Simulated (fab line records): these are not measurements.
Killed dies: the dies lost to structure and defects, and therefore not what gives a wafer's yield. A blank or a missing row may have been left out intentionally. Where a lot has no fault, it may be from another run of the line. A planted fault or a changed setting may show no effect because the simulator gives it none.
Chamber matching / flow n5_finfet / 4 sister chambers for N5_GATE_CUT_ALD_22 on ald_sin-01
The step deposits SiNx, target thk 16 nm, pulse time 1 s, ald cycles 320. 18 wafers are shown with their chamber, then 9 later ones without.

== WAFERS PAIRED WITH THEIR CHAMBERS ==
wafer=L074.3; chamber=1; heater_power_w (W)=787; precursor_pulse_height_rel=0.977
wafer=L074.5; chamber=2; heater_power_w (W)=908; precursor_pulse_height_rel=1.029
wafer=L074.6; chamber=3; heater_power_w (W)=868; precursor_pulse_height_rel=0.996
wafer=L079.2; chamber=1; heater_power_w (W)=801; precursor_pulse_height_rel=0.995
wafer=L079.3; chamber=0; heater_power_w (W)=937; precursor_pulse_height_rel=1.024
wafer=L079.4; chamber=3; heater_power_w (W)=862; precursor_pulse_height_rel=0.984
wafer=L081.1; chamber=3; heater_power_w (W)=855; precursor_pulse_height_rel=1.036
wafer=L081.4; chamber=2; heater_power_w (W)=868; precursor_pulse_height_rel=1.004
wafer=L081.5; chamber=2; heater_power_w (W)=867; precursor_pulse_height_rel=1.000
wafer=L086.1; chamber=1; heater_power_w (W)=826; precursor_pulse_height_rel=0.989
wafer=L086.5; chamber=0; heater_power_w (W)=959; precursor_pulse_height_rel=0.971
wafer=L086.6; chamber=3; heater_power_w (W)=829; precursor_pulse_height_rel=0.972
wafer=L087.1; chamber=0; heater_power_w (W)=966; precursor_pulse_height_rel=1.002
wafer=L087.3; chamber=2; heater_power_w (W)=910; precursor_pulse_height_rel=1.022
wafer=L087.6; chamber=0; heater_power_w (W)=993; precursor_pulse_height_rel=1.008
wafer=L088.1; chamber=0; heater_power_w (W)=979; precursor_pulse_height_rel=0.990
wafer=L088.5; chamber=3; heater_power_w (W)=884; precursor_pulse_height_rel=0.981
wafer=L088.6; chamber=0; heater_power_w (W)=949; precursor_pulse_height_rel=1.011

SIGNATURES (averages over the wafers above)
reading=heater_power_w; chamber 0=963.83; chamber 1=804.67; chamber 2=888.25; chamber 3=859.60; scatter within a chamber=21
reading=precursor_pulse_height_rel; chamber 0=1.00100; chamber 1=0.98700; chamber 2=1.01375; chamber 3=0.99380; scatter within a chamber=0.0188
Rule: for a wafer and a chamber, the distance is found by dividing, reading by reading, the gap between the wafer's reading and the chamber's mean by the reading's scatter, squaring, summing and taking the root. If the next closest chamber is less than 2 further off than the closest, the wafer can't be placed; otherwise it belongs to the closest. The scatter: take each reading less its chamber's mean, square it, sum over the shown wafers, divide by the number of wafers less the number of chambers, and take the root.

== WAFERS WITHOUT THEIR CHAMBER ==
wafer=L089.2; heater_power_w (W)=960; precursor_pulse_height_rel=0.974
wafer=L089.5; heater_power_w (W)=833; precursor_pulse_height_rel=1.006
wafer=L089.6; heater_power_w (W)=955; precursor_pulse_height_rel=1.028
wafer=L090.1; heater_power_w (W)=867; precursor_pulse_height_rel=0.994
wafer=L090.3; heater_power_w (W)=859; precursor_pulse_height_rel=1.011
wafer=L090.4; heater_power_w (W)=804; precursor_pulse_height_rel=0.979
wafer=L093.1; heater_power_w (W)=862; precursor_pulse_height_rel=1.005
wafer=L093.2; heater_power_w (W)=931; precursor_pulse_height_rel=1.029
wafer=L093.4; heater_power_w (W)=887; precursor_pulse_height_rel=1.012

== WHICH CHAMBER EACH ONE RAN IN ==
wafer=L089.2; from the rows above=0; in truth=0
wafer=L089.5; from the rows above=can't be placed: 3 or 1 or 2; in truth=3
wafer=L089.6; from the rows above=can't be placed: 0 or 2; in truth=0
wafer=L090.1; from the rows above=can't be placed: 3 or 2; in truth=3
wafer=L090.3; from the rows above=can't be placed: 3 or 2 or 1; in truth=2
wafer=L090.4; from the rows above=1; in truth=1
wafer=L093.1; from the rows above=can't be placed: 3 or 2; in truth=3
wafer=L093.2; from the rows above=can't be placed: 0 or 2 or 3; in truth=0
wafer=L093.4; from the rows above=can't be placed: 2 or 3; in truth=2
Correct placement for 2 of the 9. Can't be placed from these rows: 7 (the true chamber is among the candidates in 7). Wrongly placed: 0.
